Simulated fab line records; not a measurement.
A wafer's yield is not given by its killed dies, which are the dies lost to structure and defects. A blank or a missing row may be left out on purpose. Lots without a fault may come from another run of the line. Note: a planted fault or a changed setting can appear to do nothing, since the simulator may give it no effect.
fab line records	flow n5-finfet
record lots=10	wafers=29	last-day=19
route steps=1938 shown BEOL_M9@1419 PASSIVATION@1936
lots that met no fault: from a run of the same line without faults
start-h: the number of hours between the record's first day and the start of the first shown wafer of the lot	wait-h: time in hours since the lot's previous step	" as in the row above	L1.1+2: several wafers, shown together as one row	- no value, or no start was given	* or withheld: withheld	< > ~ a bound
route shown NAME@n: names a module that has steps shown in the file, with the first one's number in the route	usual: mean/standard deviation of fault-free wafers	same: alike in all rows	chamber/n: place in a boat	sites: readings site by site	_std_site: the values' standard deviation	_edge_site: outer sites' mean less inner sites'	radius-mm: how far each site lies from the wafer's centre	mask NAME#n: copy n	behind: tool/chamber where the wafer was last shaped	hold: reason for holding the lot/hours on hold/outcome of the hold	device: transistor that didn't switch, given as n, p or np	end of line: tests of these same wafers at the route's end	a step with no rows: only its recipe	killed: at the first sort, the dies lost to defects and structure; wafer yield is something else	map: per-die view of a wafer (x killed, . not killed, _ where there is no die)
set.NAME: the setting as run; set.NAME@STEP: as run at that earlier step	model.NAME: the simulator's own value behind a step, which no gauge read
a sample of lots followed through the steps of the route, with each step as a table and each wafer as a row
services: a tool's chamber out of use, with start hour (start-h, from the record's first day; less than 0 if before it), hours out, and reason
## steps
# step N5_BEOL_M9_ETCH_62
# recipe chemistry=N2/H2	target=SOC	target-depth-a=1100	overetch-a=220	mask-material=SiARC	temp-c=40	time-s=165	ion-energy-ev=200	pressure-mtorr=30	source-w=840	bias-w=150	n2-flow-sccm=200	h2-flow-sccm=200
# usual bias-w=150.0/0.45	drypump-motor-current-A=5.8/0.31	oes-product-au=0.67/0.067	rf-vpp-V=523.1/2.7	showerhead-plenum-p-Torr=2.52/0.11	throttle-valve-pct=17.88/0.2
lot.wafer	tool	chamber	start-h	wait-h	bias-w	drypump-motor-current-A	oes-product-au	rf-hours-counter-h	rf-vpp-V	showerhead-plenum-p-Torr	throttle-valve-pct
L444.2	rie-diel-06	2	221.46	0.0	150.1	5.3	0.83	2	528.9	2.75	17.85
L444.3	"	0	"	"	149.1	5.6	0.74	49	522.6	2.48	17.67
L444.5	"	3	"	"	149.2	5.8	0.65	-	520.8	2.42	17.66
L446.1	rie-diel-06	0	231.53	0.0	150.7	5.6	0.74	51	523.4	2.47	17.67
L446.2	"	3	"	"	149.8	5.9	0.64	149	521.4	2.42	17.67
L446.6	"	1	"	"	149.8	5.7	0.63	-	520.7	2.44	17.99
L451.1	rie-diel-06	3	257.06	0.0	150.1	5.9	0.63	158	522.2	2.42	17.69
L451.4	"	0	"	"	150.2	5.6	0.72	62	522.8	2.47	17.70
L451.6	"	2	"	"	151.0	5.4	0.79	-	527.7	2.74	17.87
L449.1	rie-diel-05	1	257.17	0.0	150.6	5.7	0.62	183	526.6	2.64	17.80
L449.6	"	2	"	"	149.7	5.3	0.60	-	522.5	2.48	17.68
L454.4	rie-diel-06	1	285.08	0.0	150.2	5.7	0.62	201	519.4	2.43	18.02
L454.5	"	1	"	"	150.3	5.7	0.61	-	521.0	2.43	18.01
L454.6	"	2	"	"	150.1	5.4	0.77	-	529.2	2.74	17.88
L462.1	rie-diel-03	3	339.92	0.0	150.1	5.7	0.62	219	521.7	2.42	18.19
L462.3	"	0	"	"	149.7	6.4	0.71	62	521.9	2.46	17.65
L462.4	"	1	"	"	149.8	6.0	0.62	-	522.5	2.54	18.04
L464.1	rie-diel-03	1	359.22	0.0	150.1	5.9	0.61	198	522.7	2.54	18.04
L464.3	"	3	"	"	149.7	5.7	0.62	226	522.1	2.42	18.20
L464.5	"	3	"	"	149.9	5.7	0.62	-	520.5	2.42	18.21
L465.4	rie-diel-05	2	359.47	0.1	149.8	5.3	0.59	-	524.0	2.47	17.74
L465.5	"	3	"	"	150.2	6.0	0.66	-	524.0	2.58	18.21
L465.6	"	0	"	"	150.8	5.5	0.74	-	524.8	2.59	18.18
L467.2	rie-diel-03	1	367.20	0.0	148.9	6.0	0.62	200	523.7	2.54	18.06
L467.3	"	0	"	"	150.1	6.4	0.70	71	521.2	2.45	17.65
L467.5	"	1	"	"	149.2	6.0	0.61	-	523.2	2.54	18.06
L466.3	rie-diel-06	3	369.45	0.0	150.5	5.9	0.62	189	520.6	2.41	17.74
L466.5	"	2	"	"	150.3	5.4	0.74	-	527.2	2.73	17.91
L466.6	"	3	"	"	150.7	5.8	0.62	-	520.3	2.41	17.75
# step N5_BEOL_M9_CD_MEAS_28
# recipe target-cd-nm=70	landing-energy-ev=500	detector=se-inlens	polarity=opening
# usual cd-nm=70.1/0.31
lot.wafer	tool	chamber	start-h	wait-h	cd-nm
L444.2	cd-sem-03	0	223.34	-	70.5
L444.3	"	0	"	"	70.0
L444.5	"	0	"	"	70.3
L446.1	cd-sem-02	0	232.45	-	70.0
L446.2	"	0	"	"	69.8
L446.6	"	0	"	"	69.8
L451.1	cd-sem-03	0	260.63	-	69.7
L451.4	"	0	"	"	69.6
L451.6	"	0	"	"	69.5
L449.1	cd-sem-01	0	260.67	-	70.1
L449.6	"	0	"	"	70.5
L454.4	cd-sem-03	0	285.89	-	69.7
L454.5	"	0	"	"	70.3
L454.6	"	0	"	"	70.1
L462.1	cd-sem-01	0	340.74	-	70.2
L462.3	"	0	"	"	70.8
L462.4	"	0	"	"	70.3
L464.1	cd-sem-01	0	359.93	-	70.4
L464.3	"	0	"	"	70.0
L464.5	"	0	"	"	70.3
L465.4	cd-sem-01	0	360.08	-	69.7
L465.5	"	0	"	"	69.4
L465.6	"	0	"	"	70.2
L467.2	cd-sem-03	0	367.88	-	70.2
L467.3	"	0	"	"	70.0
L467.5	"	0	"	"	69.9
L466.3	cd-sem-03	0	373.61	-	70.1
L466.5	"	0	"	"	69.9
L466.6	"	0	"	"	69.7
# step N5_BEOL_M9_ETCH_66
# recipe chemistry=N2/H2	target=SOC	target-depth-a=800	overetch-a=160	mask-material=SiARC	temp-c=40	time-s=120	ion-energy-ev=200	pressure-mtorr=30	source-w=840	bias-w=150	n2-flow-sccm=200	h2-flow-sccm=200
# usual bias-w=150.0/0.45	drypump-motor-current-A=5.78/0.29	oes-product-au=0.60/0.055	rf-vpp-V=523.1/2.4	showerhead-plenum-p-Torr=2.52/0.09	throttle-valve-pct=17.91/0.21
lot.wafer	tool	chamber	start-h	wait-h	bias-w	drypump-motor-current-A	oes-product-au	rf-hours-counter-h	rf-vpp-V	showerhead-plenum-p-Torr	throttle-valve-pct
L444.2	rie-diel-03	0	223.54	0.0	150.6	6.42	0.68	24	522.1	2.47	17.58
L444.3	"	3	"	"	150.3	5.71	0.58	181	521.9	2.44	18.13
L444.5	"	1	"	"	150.5	5.99	0.59	-	522.4	2.56	17.97
L446.1	rie-diel-05	3	232.69	0.0	149.1	5.95	0.63	83	523.9	2.59	18.15
L446.2	"	1	"	"	150.2	5.79	0.56	177	525.7	2.64	17.76
L446.6	"	3	"	"	149.9	5.98	0.62	-	525.3	2.59	18.17
L451.1	rie-diel-05	3	261.23	0.0	166.0	5.95	0.61	89	559.3	2.59	18.15
L451.4	"	2	"	"	166.3	5.32	0.54	216	557.1	2.48	17.68
L451.6	"	3	"	"	166.4	5.98	0.62	-	560.0	2.59	18.15
L449.1	rie-diel-06	2	261.23	0.0	149.9	5.35	0.71	13	526.3	2.74	17.87
L449.6	"	3	"	"	149.7	5.86	0.58	-	519.8	2.42	17.69
L454.4	rie-diel-05	3	286.09	0.0	165.8	5.95	0.61	97	559.9	2.59	18.20
L454.5	"	0	"	"	165.3	5.51	0.69	-	559.6	2.60	18.13
L454.6	"	1	"	"	165.5	5.76	0.56	-	561.0	2.64	17.82
L462.1	rie-diel-03	1	341.10	0.0	150.5	6.00	0.56	192	523.1	2.54	18.03
L462.3	"	3	"	"	149.8	5.69	0.56	220	521.1	2.42	18.18
L462.4	"	1	"	"	150.8	6.03	0.56	-	523.0	2.54	18.04
L464.1	rie-diel-06	3	360.86	0.0	150.3	5.86	0.56	186	521.2	2.41	17.73
L464.3	"	2	"	"	149.1	5.36	0.67	41	526.6	2.73	17.90
L464.5	"	3	"	"	150.0	5.86	0.56	-	520.6	2.41	17.74
L465.4	rie-diel-05	2	361.05	0.0	150.0	5.34	0.53	246	523.7	2.47	17.72
L465.5	"	1	"	"	149.9	5.75	0.54	-	526.2	2.63	17.83
L465.6	"	2	"	"	151.0	5.34	0.53	-	522.4	2.47	17.73
L467.2	rie-diel-03	2	368.08	0.0	149.6	6.08	0.75	4	528.3	2.72	17.31
L467.3	"	3	"	"	149.6	5.71	0.55	229	519.5	2.42	18.20
L467.5	"	0	"	"	150.1	6.42	0.64	-	522.2	2.45	17.65
L466.3	rie-diel-05	0	373.81	0.0	150.3	5.49	0.65	69	523.5	2.59	18.19
L466.5	"	1	"	"	149.6	5.80	0.55	-	527.7	2.63	17.87
L466.6	"	2	"	"	149.8	5.35	0.52	-	523.5	2.47	17.75
# step N5_BEOL_M9_ETCH_41
# recipe chemistry=CH3F/O2	target=SiCN	target-depth-a=366	taper-deg=2	time-s=70.1	ion-energy-ev=120	mask-material=TiN	pressure-mtorr=30	source-w=395	bias-w=75	Ar_flow_sccm=150	CH3F_flow_sccm=30	O2_flow_sccm=20
# usual bias-w=75.00/0.22	drypump-motor-current-A=5.77/0.3	oes-product-au=0.78/0.076	rf-vpp-V=296.8/1.5	showerhead-plenum-p-Torr=1.97/0.069	throttle-valve-pct=16.37/0.21
lot.wafer	tool	chamber	start-h	wait-h	bias-w	drypump-motor-current-A	oes-product-au	rf-hours-counter-h	rf-vpp-V	showerhead-plenum-p-Torr	throttle-valve-pct
L444.2	rie-diel-03	0	-	-	75.11	6.43	0.88	24	297.2	1.95	16.06
L444.3	"	3	"	"	75.11	5.70	0.75	182	295.6	1.90	16.52
L444.5	"	1	"	"	75.11	5.94	0.76	-	296.3	1.99	16.30
L446.1	rie-diel-05	3	-	-	75.15	5.94	0.81	83	298.4	2.04	16.56
L446.2	"	1	"	"	74.81	5.79	0.73	177	298.8	2.06	16.24
L446.6	"	3	"	"	74.82	5.97	0.81	-	299.0	2.04	16.54
L451.1	rie-diel-05	3	-	-	75.05	5.97	0.79	90	297.5	2.04	16.57
L451.4	"	2	"	"	75.31	5.33	0.69	216	296.4	2.00	16.60
L451.6	"	3	"	"	74.86	5.98	0.80	-	297.3	2.04	16.56
L449.1	rie-diel-06	2	-	-	75.05	5.35	0.93	13	298.8	2.15	16.21
L449.6	"	3	"	"	75.14	5.88	0.77	-	294.9	1.90	16.20
L454.4	rie-diel-05	3	-	-	74.91	5.99	0.80	97	299.3	2.03	16.57
L454.5	"	0	"	"	75.02	5.52	0.91	-	296.0	2.03	16.53
L454.6	"	1	"	"	75.05	5.77	0.73	-	297.2	2.05	16.25
L462.1	rie-diel-03	1	-	-	74.89	5.94	0.73	192	296.3	1.98	16.35
L462.3	"	3	"	"	75.31	5.70	0.72	220	297.1	1.89	16.61
L462.4	"	1	"	"	75.24	5.98	0.73	-	297.6	1.98	16.36
L464.1	rie-diel-06	3	-	-	74.90	5.89	0.74	186	294.0	1.89	16.24
L464.3	"	2	"	"	74.67	5.33	0.88	41	299.3	2.14	16.27
L464.5	"	3	"	"	75.14	5.87	0.74	-	295.8	1.89	16.24
L465.4	rie-diel-05	2	-	-	75.03	5.31	0.68	246	296.7	1.99	16.66
L465.5	"	1	"	"	74.59	5.73	0.72	-	298.4	2.04	16.31
L465.6	"	2	"	"	74.81	5.33	0.68	-	297.4	1.99	16.67
L467.2	rie-diel-03	2	-	-	75.23	6.02	0.99	5	299.7	2.16	16.01
L467.3	"	3	"	"	75.18	5.69	0.71	229	296.4	1.89	16.61
L467.5	"	0	"	"	74.95	6.41	0.80	-	297.5	1.93	16.14
L466.3	rie-diel-05	0	-	-	74.73	5.50	0.87	69	298.9	2.02	16.57
L466.5	"	1	"	"	75.34	5.77	0.71	-	298.1	2.04	16.31
L466.6	"	2	"	"	75.33	5.33	0.67	-	295.9	1.99	16.68
# step N5_PASSIVATION_PROBE_49
# usual defect-limited-yield=91.1/1.4	killed_at_M0_to_M3=34/11	killed_at_M4_up=14/5.6	killed-at-contacts=13/5.9	killed-at-front-end=40/11	killed-at-other=4/3.1	killed-dies=105/16	killed-on-rim=14/4.2	killed-open=68/11	killed-short=34/8.4	sort_bin_5_function=5.2/0.86	sort_bin_6_memory=3.2/0.7	sort_bin_8_speed=0.1/1.1	sort-n-pass=1074/21	sort-yield-pct=91.0/1.8
# same gross-dies=1180	killed-at-back-side=0	sort_bin_4_leakage[%]=0
lot.wafer	tool	chamber	start-h	wait-h	defect-limited-yield[%]	killed_at_M0_to_M3	killed_at_M4_up	killed-at-contacts	killed-at-front-end	killed-at-other	killed-dies	killed-on-rim	killed-open	killed-short	sort_bin_5_function[%]	sort_bin_6_memory[%]	sort_bin_8_speed[%]	sort-n-pass	sort-yield-pct[%]
L446.1	prober-02	-	295.38	0.0	90.3	35	10	23	44	2	114	11	70	44	5.2	4.2	0.3	1063	90.1
L446.2	prober-02	-	295.43	0.1	92.5	22	8	10	42	7	89	17	49	39	4.0	3.1	0.1	1091	92.5
L446.6	prober-02	-	295.63	0.3	91.5	46	10	5	38	1	100	14	64	36	5.8	2.3	0	1080	91.5
L451.1	prober-02	-	320.17	0.0	89.1	51	13	20	39	6	129	15	93	33	6.3	4.4	0	1051	89.1
L451.4	prober-02	-	320.32	0.2	90.4	57	12	10	33	1	113	17	71	34	5.1	3.8	0	1067	90.4
L451.6	prober-02	-	320.42	0.3	91.8	33	13	14	35	2	97	13	66	28	4.2	3.7	0	1083	91.8
L449.1	prober-01	-	325.12	0.0	91.2	30	9	22	42	1	104	16	77	27	4.9	3.4	0	1076	91.2
L449.6	prober-01	-	325.37	0.3	92.3	27	12	6	42	4	91	10	69	20	4.5	3.1	0	1089	92.3
L454.4	prober-01	-	353.80	0.2	91.4	24	13	24	38	2	101	11	70	29	5.2	3.1	0	1079	91.4
L454.5	prober-01	-	353.85	0.2	90.7	26	8	33	41	2	110	13	72	38	5.4	3.6	0	1070	90.7
L454.6	prober-01	-	353.90	0.3	91.1	33	6	14	48	4	105	14	66	37	5.3	3.5	0	1075	91.1
L465.4	prober-02	-	430.08	1.6	89.7	26	21	23	50	2	122	14	86	36	6.6	3.5	0	1058	89.7
L465.5	prober-02	-	430.13	1.6	91.8	42	19	11	23	2	97	14	73	24	5.4	2.7	0	1083	91.8
L465.6	prober-02	-	430.18	1.7	90.3	30	31	7	40	6	114	18	85	27	5.5	3.9	0	1066	90.3
L462.1	prober-02	-	464.38	0.0	90.6	43	16	13	31	8	111	18	76	34	5.7	3.6	0	1069	90.6
L462.3	prober-02	-	464.48	0.1	91.3	22	17	13	46	5	103	18	72	31	5.7	2.8	0	1077	91.3
L462.4	prober-02	-	464.53	0.2	91.3	41	17	3	38	4	103	20	69	34	5.0	3.6	0	1077	91.3
# killed by level:class
L446.1 MOL_CONTACT_COAG:geometric-particle:open=21 FIN_SAQP:geometric-particle:open=12 BEOL_M0_SAQP:geometric-particle:open=10 BEOL_M0_SAQP:geometric-particle:short=9 GATE_CUT:geometric-particle:short=8 BEOL_M2:geometric-particle:open=5 FIN_SAQP:geometric-particle:short=4 BEOL_M5:geometric-particle:open=4
L446.2 FIN_SAQP:geometric-particle:short=10 GATE_CUT:geometric-particle:short=7 MOL_CONTACT_COAG:geometric-particle:open=6 BEOL_M2:geometric-particle:open=6 FIN_SAQP:geometric-particle:open=5 FIN_CUT:geometric-particle:short=4 DUMMY_GATE:geometric-particle:open=4 MOL_CONTACT_COAG:geometric-particle:short=4
L446.6 BEOL_M0_SAQP:geometric-particle:open=19 STI_FIN_REVEAL:geometric-particle:open=14 BEOL_M0_SAQP:geometric-particle:short=10 BEOL_M2:geometric-particle:open=7 GATE_CUT:geometric-particle:short=5 BEOL_M2:geometric-particle:short=5 FIN_SAQP:geometric-particle:open=4 STARTING-WAFER:geometric-particle:open=4
L451.1 MOL_CONTACT_COAG:geometric-particle:open=18 BEOL_M2:geometric-particle:open=15 STI_FIN_REVEAL:geometric-particle:open=11 FIN_SAQP:geometric-particle:open=10 BEOL_M1:geometric-particle:open=8 BEOL_M4:geometric-particle:open=7 BEOL_M3:geometric-particle:open=6 BEOL_M0_SAQP:geometric-particle:open=5
L451.4 BEOL_M2:geometric-particle:open=20 FIN_SAQP:geometric-particle:open=8 FIN_SAQP:geometric-particle:short=7 MOL_CONTACT_COAG:geometric-particle:open=7 BEOL_M2:geometric-particle:short=7 BEOL_M4:geometric-particle:open=7 BEOL_M0_SAQP:geometric-particle:short=6 BEOL_M1:geometric-particle:open=6
L451.6 MOL_CONTACT_COAG:geometric-particle:open=13 DUMMY_GATE:geometric-particle:open=8 BEOL_M3:geometric-particle:open=7 FIN_SAQP:geometric-particle:open=6 BEOL_M2:geometric-particle:open=6 BEOL_M1:geometric-particle:open=5 BEOL_M4:geometric-particle:open=5 STI_FIN_REVEAL:geometric-particle:open=3
L449.1 MOL_CONTACT_COAG:geometric-particle:open=18 BEOL_M3:geometric-particle:open=12 FIN_SAQP:geometric-particle:open=11 STI_FIN_REVEAL:geometric-particle:open=9 BEOL_M0_SAQP:geometric-particle:short=6 FIN_SAQP:geometric-particle:short=5 BEOL_M0_SAQP:geometric-particle:open=5 DUMMY_GATE:geometric-particle:open=4
L449.6 FIN_SAQP:geometric-particle:open=13 STI_FIN_REVEAL:geometric-particle:open=12 BEOL_M2:geometric-particle:open=11 BEOL_M0_SAQP:geometric-particle:open=7 FIN_SAQP:geometric-particle:short=6 MOL_CONTACT_COAG:geometric-particle:open=6 BEOL_M0_SAQP:geometric-particle:short=6 BEOL_M7:geometric-particle:open=4
L454.4 MOL_CONTACT_COAG:geometric-particle:open=21 FIN_SAQP:geometric-particle:open=11 BEOL_M0_SAQP:geometric-particle:short=10 BEOL_M0_SAQP:geometric-particle:open=6 BEOL_M3:geometric-particle:open=6 BEOL_M4:geometric-particle:open=6 STI_FIN_REVEAL:geometric-particle:open=5 STARTING-WAFER:geometric-particle:open=5
L454.5 MOL_CONTACT_COAG:geometric-particle:open=25 STI_FIN_REVEAL:geometric-particle:open=13 BEOL_M0_SAQP:geometric-particle:short=9 MOL_CONTACT_COAG:geometric-particle:short=8 BEOL_M0_SAQP:geometric-particle:open=7 DUMMY_GATE:geometric-particle:open=6 FIN_SAQP:geometric-particle:open=5 FIN_SAQP:geometric-particle:short=5
L454.6 FIN_SAQP:geometric-particle:open=12 STI_FIN_REVEAL:geometric-particle:open=11 MOL_CONTACT_COAG:geometric-particle:open=11 BEOL_M0_SAQP:geometric-particle:short=9 BEOL_M0_SAQP:geometric-particle:open=7 FIN_SAQP:geometric-particle:short=6 STI_FIN_REVEAL:geometric-particle:short=6 BEOL_M3:geometric-particle:open=6
L465.4 MOL_CONTACT_COAG:geometric-particle:open=16 FIN_SAQP:geometric-particle:open=13 STI_FIN_REVEAL:geometric-particle:open=11 BEOL_M4:geometric-particle:open=11 BEOL_M0_SAQP:geometric-particle:open=9 MOL_CONTACT_COAG:geometric-particle:short=7 GATE_CUT:geometric-particle:open=5 BEOL_M0_SAQP:geometric-particle:short=5
L465.5 BEOL_M3:geometric-particle:open=12 FIN_SAQP:geometric-particle:open=9 BEOL_M0_SAQP:geometric-particle:open=9 MOL_CONTACT_COAG:geometric-particle:open=8 BEOL_M0_SAQP:geometric-particle:short=7 BEOL_M2:geometric-particle:open=6 BEOL_M4:geometric-particle:open=6 BEOL_M1:geometric-particle:open=4
L465.6 BEOL_M4:geometric-particle:open=18 STI_FIN_REVEAL:geometric-particle:open=18 BEOL_M3:geometric-particle:open=7 MOL_CONTACT_COAG:geometric-particle:open=6 BEOL_M0_SAQP:geometric-particle:short=6 FIN_SAQP:geometric-particle:open=5 ILD0:geometric-particle:open=5 BEOL_M5:geometric-particle:open=5
L462.1 BEOL_M2:geometric-particle:open=18 GATE_CUT:geometric-particle:short=9 MOL_CONTACT_COAG:geometric-particle:open=9 BEOL_M2:geometric-particle:short=8 BEOL_M1:geometric-particle:open=7 STI_FIN_REVEAL:geometric-particle:open=5 BEOL_M4:geometric-particle:open=5 MIM_TOP:geometric-particle:open=5
L462.3 MOL_CONTACT_COAG:geometric-particle:open=12 BEOL_M4:geometric-particle:open=12 STI_FIN_REVEAL:geometric-particle:open=10 FIN_SAQP:geometric-particle:open=8 BEOL_M3:geometric-particle:open=8 FIN_SAQP:geometric-particle:short=7 BEOL_M0_SAQP:geometric-particle:open=5 GATE_CUT:geometric-particle:short=4
L462.4 BEOL_M2:geometric-particle:open=12 BEOL_M0_SAQP:geometric-particle:open=8 STI_FIN_REVEAL:geometric-particle:open=7 BEOL_M0_SAQP:geometric-particle:short=7 FIN_SAQP:geometric-particle:open=6 DUMMY_GATE:geometric-particle:open=6 BEOL_M5:geometric-particle:open=6 FIN_SAQP:geometric-particle:short=5
## services
tool	chamber	start-h	hours	kind
rie-diel-03	3	204.13	13.8	repair
rie-diel-06	-	216.83	4.3	pm
rie-diel-05	3	228.51	2.4	repair
rie-diel-06	2	235.86	5.7	repair
rie-diel-05	-	249.68	4.3	pm
rie-diel-05	-	290.91	0.9	repair
rie-diel-03	2	334.67	-	clean
rie-diel-03	2	334.67	-	consumable-replace:focus-ring
rie-diel-03	2	334.67	-	consumable-replace:showerhead
rie-diel-03	2	334.67	20.1	scheduled-down
rie-diel-03	2	334.67	20.1	vent-cycle
rie-diel-05	1	356.64	3.1	repair
rie-diel-03	2	373.12	2.4	repair
## key
first-sign step=N5_BEOL_M9_ETCH_66	reading=bias-w	direction=up	sigmas=35	usual=*	struck=*
effect step=N5_BEOL_M9_ETCH_66	reading=rf-vpp-V	direction=up	sigmas=15	usual=523.1	struck=559.5
met-at N5_BEOL_M9_ETCH_66
struck-lots L451,L454
not-acting-at N5_BEOL_M9_ETCH_62,N5_BEOL_M9_CD_MEAS_28,N5_BEOL_M9_ETCH_41
onset-between 232.69 261.23
fault kind=process-parameter-drift	tool=rie-diel-05	chamber=-	onset-h=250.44	steps=N5_BEOL_M9_ETCH_66	channel=bias-w	offset=*	shape=step	end-h=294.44	acts-in=*	stated=*
